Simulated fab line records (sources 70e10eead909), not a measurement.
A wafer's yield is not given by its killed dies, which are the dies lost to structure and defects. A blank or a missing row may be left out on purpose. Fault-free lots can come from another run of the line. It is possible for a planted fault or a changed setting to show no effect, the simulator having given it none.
Comparing a struck lot with a sound one / flow nand-harc / 32 out of 1159 route steps
Sound: the wafers L959.4, L959.5, L959.6. Struck: wafer L972.1 (left out: L972.3, a lot-mate that was not struck); the cause follows at the end.
At each step with rows: each side's tool, then ch and its chambers, then its first start. Under that, the readings that differ: sound wafers / struck wafers / difference of the means / sigmas: that difference in standard deviations of wafers without a fault.
alike: a reading whose means differ by less than 2 such deviations, as well as words and numbers matching on both sides. not compared: withheld readings; readings where some wafer has no value; bounds like >300 that might hide an equal value; numbers whose values overlap and for which the record gives no deviation.
A row with sigmas, a row that says differs or no value, or rows on one side alone: a step with any of these is where the two part. Non-overlapping numbers with no deviation appear without sigmas and do not part them. A reading missing from all wafers of one side parts the sides only when that side holds two or more wafers.

first, 10 steps without rows for these wafers: NHARC_A_CHANNEL_HOLE_D1_DEP_00 (deposits aC, target thk 3100 nm); NHARC_A_CHANNEL_HOLE_D1_DEP_01 (deposits SiON, target thk 140 nm); NHARC_A_CHANNEL_HOLE_D1_DEHYDRATE_02 (time 120 s); NHARC_A_CHANNEL_HOLE_D1_HMDS_03 (time 30 s); NHARC_A_CHANNEL_HOLE_D1_COAT_36 (time 75 s); NHARC_A_CHANNEL_HOLE_D1_COAT_37 (time 65 s); NHARC_A_CHANNEL_HOLE_D1_COAT_04 (resist thk 90 nm); NHARC_A_CHANNEL_HOLE_D1_SOFTBAKE_05 (time 55 s); NHARC_A_CHANNEL_HOLE_D1_EBR_06; NHARC_A_CHANNEL_HOLE_D1_EXPOSE_07 (exposes mask HOLE D1, target cd 100 nm).
NHARC_A_CHANNEL_HOLE_D1_PEB_08: peb time 65 s.
  sound on litho-track-01 ch 0, day 9 02:41; struck on litho-track-01 ch 0, day 12 17:03
reading=heater-power-total-W (W); sound=156.2 156.7 156.3; struck=165.9; difference=+9.5; sigmas=+22
then, 1 step without rows for these wafers: NHARC_A_CHANNEL_HOLE_D1_DEVELOP_09 (develop time 35 s).
NHARC_A_CHANNEL_HOLE_D1_CD_MEAS_10: target cd 100 nm.
  sound on cd-sem-03 ch 0, day 9 02:47; struck on cd-sem-02 ch 0, day 12 17:08
reading=cd-nm (nm); sound=99.8 100.8 100.4; struck=97.1; difference=-3.2; sigmas=-5
NHARC_A_CHANNEL_HOLE_D1_DESCUM_15: chemistry O2, time 3 s.
  sound on rie-diel-13 ch 1,2,3, day 9 02:59; struck on rie-diel-11 ch 0, day 12 17:19
reading=model.A_CHANNEL_HOLE_D1.cd-nm (nm); sound=99.05 101 100.2; struck=96.7; difference=-3.4; sigmas=
  alike: drypump-motor-current-A, oes-product-au, rf-vpp-V, showerhead-plenum-p-Torr, throttle-valve-pct
  not compared: rf-hours-counter-h
then, 16 steps without rows for these wafers: NHARC_A_CHANNEL_HOLE_D1_ETCH_38 (etches the open film in CF4, target depth 39 nm, time 65 s); NHARC_A_CHANNEL_HOLE_D1_ETCH_39 (etches the open film in N2/H2, target depth 260 nm, time 325 s); NHARC_A_CHANNEL_HOLE_D1_ETCH_34 (etches the open film in CF4/CHF3, target depth 154 nm, time 77 s); NHARC_A_CHANNEL_HOLE_D1_ETCH_16 (etches the open film in O2/COS, target depth 3100 nm, time 806 s); NHARC_A_CHANNEL_HOLE_D1_ETCH_19 (etches the open film in C4F8/O2/Ar, time 34.5 s); NHARC_A_CHANNEL_HOLE_D1_ETCH_20 (etches the open film in C4F8/O2/Ar, time 361.9 s, target depth 1600 nm); NHARC_A_CHANNEL_HOLE_D1_ETCH_21 (etches the open film in C4F8/O2/Ar, time 514.3 s, target depth 1600 nm); NHARC_A_CHANNEL_HOLE_D1_ETCH_22 (etches the open film in C4F8/O2/Ar, time 666.7 s, target depth 1600 nm); NHARC_A_CHANNEL_HOLE_D1_ETCH_23 (etches the open film in C4F8/O2/Ar, time 819 s, target depth 1600 nm); NHARC_A_CHANNEL_HOLE_D1_ETCH_24 (etches the open film in C4F8/O2/Ar, time 906.2 s, target depth 1500 nm); NHARC_A_CHANNEL_HOLE_D1_ETCH_25 (etches the open film in C4F8/O2/Ar, time 1040.2 s, target depth 1500 nm); NHARC_A_CHANNEL_HOLE_D1_ETCH_26 (etches the open film in C4F8/O2/Ar, time 224.1 s, target depth 300 nm); NHARC_A_CHANNEL_HOLE_D1_ETCH_33 (etches the open film in C4F8/O2/Ar, time 90 s, target depth 400 nm); NHARC_A_CHANNEL_HOLE_D1_STRIP_41 (strips in N2/H2); NHARC_A_CHANNEL_HOLE_D1_STRIP_42 (strips in CF4/CHF3); NHARC_A_CHANNEL_HOLE_D1_STRIP_43 (strips in O2/COS).
NHARC_A_CHANNEL_HOLE_D1_ETCH_44: etches the open film in CF4/O2, target depth 140 nm, overetch 14 nm, time 77 s.
  sound on rie-diel-11 ch 2,3, day 9 08:55; struck on rie-diel-08 ch 0, day 12 23:13
reading=model.A_CHANNEL_HOLE_D1.cd-nm (nm); sound=89.2 90.12 92.69; struck=88.29; difference=-2.38; sigmas=
  alike: drypump-motor-current-A, oes_ar_750_au, oes-product-au, rf-vpp-V, showerhead-plenum-p-Torr, throttle-valve-pct
  not compared: rf-hours-counter-h
then, 1 step without rows for these wafers: NHARC_A_CHANNEL_HOLE_D1_STRIP_27 (strips in O2).

== WHERE THEY PART ==
At NHARC_A_CHANNEL_HOLE_D1_PEB_08 first; at NHARC_A_CHANNEL_HOLE_D1_CD_MEAS_10 last (within this record only). Later steps at which nothing parts them and some readings are alike: NHARC_A_CHANNEL_HOLE_D1_DESCUM_15, NHARC_A_CHANNEL_HOLE_D1_ETCH_44.

WHY: what had been put in by the simulator
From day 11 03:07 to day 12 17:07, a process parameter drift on litho-track-01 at NHARC_A_CHANNEL_HOLE_D1_PEB_08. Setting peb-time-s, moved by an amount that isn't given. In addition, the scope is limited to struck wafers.
